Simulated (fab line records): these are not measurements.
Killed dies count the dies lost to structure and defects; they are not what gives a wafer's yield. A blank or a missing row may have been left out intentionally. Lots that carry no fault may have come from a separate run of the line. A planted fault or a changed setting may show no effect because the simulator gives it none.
Split-lot study / flow n5 finfet / route with 1938 steps; 7 lots, 21 wafers read

== THE SPLIT ITSELF ==
At N5_ZERO_LAYER_PECVD_02 (deposits SiO2 from SiH4/N2O, target thk 10 nm, time 6 s), the setting time s was moved away from the recipe's 6 s on 10 of the 21 wafers read, by -10.0% to +14.0%. The other wafers ran this setting at the recipe's value.

Reading taken at the split's own step.

== THE READING ==
SiO2_of_ZERO_LAYER_PECVD_02.thk nm (the simulator's own value, which no gauge read), in nm, at N5_ZERO_LAYER_PECVD_02 (deposits SiO2 from SiH4/N2O, target thk 10 nm, time 6 s). There is no usual value for it anywhere in the file. Here, 11 wafers ran the recipe; their average is 9.980 nm with a standard deviation of 0.18 nm.

wafer=L075.1; tool, chamber at the split=pecvd-04, 0; time s as run, s=6.249; against the recipe=+4.1%; SiO2_of_ZERO_LAYER_PECVD_02.thk nm, nm=10.52; against lot-mates on the recipe=+0.450
wafer=L075.3; tool, chamber at the split=pecvd-04, 1; time s as run, s=6; against the recipe=recipe; SiO2_of_ZERO_LAYER_PECVD_02.thk nm, nm=10.01; against lot-mates on the recipe=-
wafer=L075.4; tool, chamber at the split=pecvd-04, 1; time s as run, s=6; against the recipe=recipe; SiO2_of_ZERO_LAYER_PECVD_02.thk nm, nm=10.13; against lot-mates on the recipe=-
wafer=L077.2; tool, chamber at the split=pecvd-01, 1; time s as run, s=6; against the recipe=recipe; SiO2_of_ZERO_LAYER_PECVD_02.thk nm, nm=9.859; against lot-mates on the recipe=-
wafer=L077.3; tool, chamber at the split=pecvd-01, 0; time s as run, s=5.398; against the recipe=-10.0%; SiO2_of_ZERO_LAYER_PECVD_02.thk nm, nm=8.635; against lot-mates on the recipe=-1.224
wafer=L077.6; tool, chamber at the split=pecvd-01, 2; time s as run, s=5.398; against the recipe=-10.0%; SiO2_of_ZERO_LAYER_PECVD_02.thk nm, nm=8.823; against lot-mates on the recipe=-1.036
wafer=L078.2; tool, chamber at the split=pecvd-04, 1; time s as run, s=6.426; against the recipe=+7.1%; SiO2_of_ZERO_LAYER_PECVD_02.thk nm, nm=10.71; against lot-mates on the recipe=+0.610
wafer=L078.4; tool, chamber at the split=pecvd-04, 1; time s as run, s=6.426; against the recipe=+7.1%; SiO2_of_ZERO_LAYER_PECVD_02.thk nm, nm=10.83; against lot-mates on the recipe=+0.730
wafer=L078.5; tool, chamber at the split=pecvd-04, 1; time s as run, s=6; against the recipe=recipe; SiO2_of_ZERO_LAYER_PECVD_02.thk nm, nm=10.1; against lot-mates on the recipe=-
wafer=L082.2; tool, chamber at the split=pecvd-03, 2; time s as run, s=6.373; against the recipe=+6.2%; SiO2_of_ZERO_LAYER_PECVD_02.thk nm, nm=10.5; against lot-mates on the recipe=+0.250
wafer=L082.4; tool, chamber at the split=pecvd-03, 2; time s as run, s=6; against the recipe=recipe; SiO2_of_ZERO_LAYER_PECVD_02.thk nm, nm=10.25; against lot-mates on the recipe=-
wafer=L082.6; tool, chamber at the split=pecvd-03, 0; time s as run, s=6.373; against the recipe=+6.2%; SiO2_of_ZERO_LAYER_PECVD_02.thk nm, nm=10.62; against lot-mates on the recipe=+0.370
wafer=L084.1; tool, chamber at the split=pecvd-04, 2; time s as run, s=6; against the recipe=recipe; SiO2_of_ZERO_LAYER_PECVD_02.thk nm, nm=9.687; against lot-mates on the recipe=-
wafer=L084.3; tool, chamber at the split=pecvd-04, 1; time s as run, s=6; against the recipe=recipe; SiO2_of_ZERO_LAYER_PECVD_02.thk nm, nm=10.14; against lot-mates on the recipe=-
wafer=L084.6; tool, chamber at the split=pecvd-04, 0; time s as run, s=5.714; against the recipe=-4.8%; SiO2_of_ZERO_LAYER_PECVD_02.thk nm, nm=9.484; against lot-mates on the recipe=-0.429
wafer=L091.1; tool, chamber at the split=pecvd-01, 1; time s as run, s=6.839; against the recipe=+14.0%; SiO2_of_ZERO_LAYER_PECVD_02.thk nm, nm=11.05; against lot-mates on the recipe=+1.324
wafer=L091.2; tool, chamber at the split=pecvd-01, 0; time s as run, s=6.839; against the recipe=+14.0%; SiO2_of_ZERO_LAYER_PECVD_02.thk nm, nm=11.23; against lot-mates on the recipe=+1.504
wafer=L091.3; tool, chamber at the split=pecvd-01, 2; time s as run, s=6; against the recipe=recipe; SiO2_of_ZERO_LAYER_PECVD_02.thk nm, nm=9.726; against lot-mates on the recipe=-
wafer=L095.3; tool, chamber at the split=pecvd-01, 1; time s as run, s=6; against the recipe=recipe; SiO2_of_ZERO_LAYER_PECVD_02.thk nm, nm=10.14; against lot-mates on the recipe=-
wafer=L095.5; tool, chamber at the split=pecvd-01, 0; time s as run, s=6; against the recipe=recipe; SiO2_of_ZERO_LAYER_PECVD_02.thk nm, nm=9.863; against lot-mates on the recipe=-
wafer=L095.6; tool, chamber at the split=pecvd-01, 2; time s as run, s=6; against the recipe=recipe; SiO2_of_ZERO_LAYER_PECVD_02.thk nm, nm=9.871; against lot-mates on the recipe=-

THE FIT
A straight line over all 21 wafers: SiO2_of_ZERO_LAYER_PECVD_02.thk nm changes by +0.101 nm for each +1% of time s; r = +0.96; the points scatter about the line by 0.18 nm.
The same after taking each lot's own level away (the mean of its wafers on the recipe; 21 wafers): +0.0998 nm for each +1%; r = +0.97; scatter 0.15 nm.
Per that fit: largest time s move, reading shift of 1.4 nm.
The lots' own levels span 9.7260 to 10.2500 nm, that is 2.9 times the standard deviation above.
So the lot-to-lot level changes the slope little: the two slopes agree.
Check: with one of the wafers moved furthest among these (+14.0%) left out of the fit, the line predicts +1.37 nm for it against its lot-mates. It came out at +1.32 nm against them.

== FILE'S OWN FIT ==
SiO2_of_ZERO_LAYER_PECVD_02.thk nm changes by +0.098 nm for each +1% of time s, r = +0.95.
